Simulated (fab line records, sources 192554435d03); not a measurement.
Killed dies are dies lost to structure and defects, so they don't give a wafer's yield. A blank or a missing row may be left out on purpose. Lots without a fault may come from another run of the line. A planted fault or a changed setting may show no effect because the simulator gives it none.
Split-lot experiment | flow n5_finfet | 7 lots, 39 wafers read, on a route of 1938 steps

THE SPLIT
At N5_HKMG_FIN_ETCH_35 (etches SOC in N2/H2, target depth 215.8 nm, time 243.4 s), the setting source_w was moved away from the recipe's 3000 W on 18 of the 39 wafers read, by -17.3% to +18.3%. The other wafers ran this setting at the recipe's value.

The reading is taken at the split's own step.

THE READING
rf_vpp_V, in V, at N5_HKMG_FIN_ETCH_35 (etches SOC in N2/H2, target depth 215.8 nm, time 243.4 s). Fault-free wafers of this fab line usually give 141.6 V, standard deviation 1 V.

wafer  | tool, chamber at the split | source_w as run, W | against the recipe | rf_vpp_V, V | against lot-mates on the recipe
L080.1 | rie_diel-01, 3             | 2480               | -17.3%             | 150.5       | +9.0
L080.2 | rie_diel-01, 0             | 2480               | -17.3%             | 152.2       | +10.7
L080.3 | rie_diel-01, 2             | 2480               | -17.3%             | 152.0       | +10.5
L080.4 | rie_diel-01, 1             | 3000               | recipe             | 143.7       | -
L080.5 | rie_diel-01, 3             | 3000               | recipe             | 140.0       | -
L080.6 | rie_diel-01, 2             | 3000               | recipe             | 140.7       | -
L083.1 | rie_diel-03, 3             | 3000               | recipe             | 140.5       | -
L083.2 | rie_diel-03, 0             | 3000               | recipe             | 140.5       | -
L083.3 | rie_diel-03, 1             | 3548               | +18.3%             | 133.6       | -8.0
L083.4 | rie_diel-03, 2             | 3000               | recipe             | 143.9       | -
L083.5 | rie_diel-03, 2             | 3548               | +18.3%             | 133.9       | -7.7
L083.6 | rie_diel-03, 1             | 3548               | +18.3%             | 133.1       | -8.5
L084.1 | rie_diel-03, 0             | 3314               | +10.5%             | 136.6       | -4.2
L084.2 | rie_diel-03, 2             | 3000               | recipe             | 141.3       | -
L084.3 | rie_diel-03, 3             | 3314               | +10.5%             | 136.6       | -4.2
L084.4 | rie_diel-03, 1             | 3314               | +10.5%             | 138.0       | -2.8
L084.5 | rie_diel-03, 2             | 3000               | recipe             | 141.4       | -
L084.6 | rie_diel-03, 3             | 3000               | recipe             | 139.7       | -
L086.1 | rie_diel-03, 3             | 3192               | +6.4%              | 137.6       | -3.5
L086.2 | rie_diel-03, 0             | 3192               | +6.4%              | 139.1       | -2.0
L086.3 | rie_diel-03, 2             | 3000               | recipe             | 141.0       | -
L086.4 | rie_diel-03, 0             | 3000               | recipe             | 142.5       | -
L086.5 | rie_diel-03, 2             | 3192               | +6.4%              | 140.2       | -0.9
L086.6 | rie_diel-03, 3             | 3000               | recipe             | 139.9       | -
L087.1 | rie_diel-01, 3             | 3272               | +9.1%              | 136.6       | -4.8
L087.2 | rie_diel-01, 1             | 3272               | +9.1%              | 138.6       | -2.8
L087.3 | rie_diel-01, 2             | 3272               | +9.1%              | 137.5       | -3.9
L087.4 | rie_diel-01, 0             | 3000               | recipe             | 141.3       | -
L087.5 | rie_diel-01, 2             | 3000               | recipe             | 141.7       | -
L087.6 | rie_diel-01, 1             | 3000               | recipe             | 141.1       | -
L089.1 | rie_diel-04, 2             | 3000               | recipe             | 141.7       | -
L089.2 | rie_diel-04, 3             | 3366               | +12.2%             | 137.6       | -4.9
L089.3 | rie_diel-04, 0             | 3366               | +12.2%             | 135.7       | -6.8
L089.4 | rie_diel-04, 3             | 3000               | recipe             | 143.9       | -
L089.5 | rie_diel-04, 0             | 3366               | +12.2%             | 134.8       | -7.7
L089.6 | rie_diel-04, 2             | 3000               | recipe             | 141.8       | -
L092.1 | rie_diel-03, 1             | 3000               | recipe             | 141.3       | -
L092.2 | rie_diel-03, 2             | 3000               | recipe             | 142.2       | -
L092.6 | rie_diel-03, 1             | 3000               | recipe             | 141.3       | -

THE FIT
A straight line over all 39 wafers: rf_vpp_V changes by -0.492 V for each +1% of source_w; r = -0.96; the points scatter about the line by 1.2 V.
The same after taking each lot's own level away (the mean of its wafers on the recipe; 39 wafers): -0.497 V for each +1%; r = -0.96; scatter 1.2 V.
On that fit, the largest move of source_w shifts the reading by 9.1 V.
The lots' own levels span 140.80 to 142.47 V, that is 1.7 times the standard deviation above.
So the lot-to-lot level changes the slope little: the two slopes agree.
Check: with one of the wafers moved furthest among these (+18.3%) left out of the fit, the line predicts -8.75 V for it against its lot-mates. It came out at -8.03 V against them.
Tool readings at the split's step, against how far the setting was moved: rf_vpp_V r = -0.96.

THE WHOLE CHAIN: every reading that the file lists as answering this split, in the file's order
step                | what it does                                             | reading                                                                         | change (the file's fit)              | r (the file's)
N5_HKMG_FIN_ETCH_35 | etches SOC in N2/H2, target depth 215.8 nm, time 243.4 s | rf_vpp_V                                                                        | -0.482 V for each +1% of the setting | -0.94
N5_HKMG_FIN_ETCH_35 | etches SOC in N2/H2, target depth 215.8 nm, time 243.4 s | etch.depth_nm (the simulator's own value, which no gauge read)                  | +1.85 nm for each +1% of the setting | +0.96
N5_HKMG_FIN_ETCH_35 | etches SOC in N2/H2, target depth 215.8 nm, time 243.4 s | SOC_of_HKMG_FIN_COAT_29.thk_nm (the simulator's own value, which no gauge read) | -1.83 nm for each +1% of the setting | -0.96
N5_HKMG_FIN_ETCH_35 | etches SOC in N2/H2, target depth 215.8 nm, time 243.4 s | HKMG_FIN.feature_depth_nm (the simulator's own value, which no gauge read)      | +1.85 nm for each +1% of the setting | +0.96

THE FILE'S OWN FIT
rf_vpp_V changes by -0.482 V for each +1% of source_w, r = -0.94.
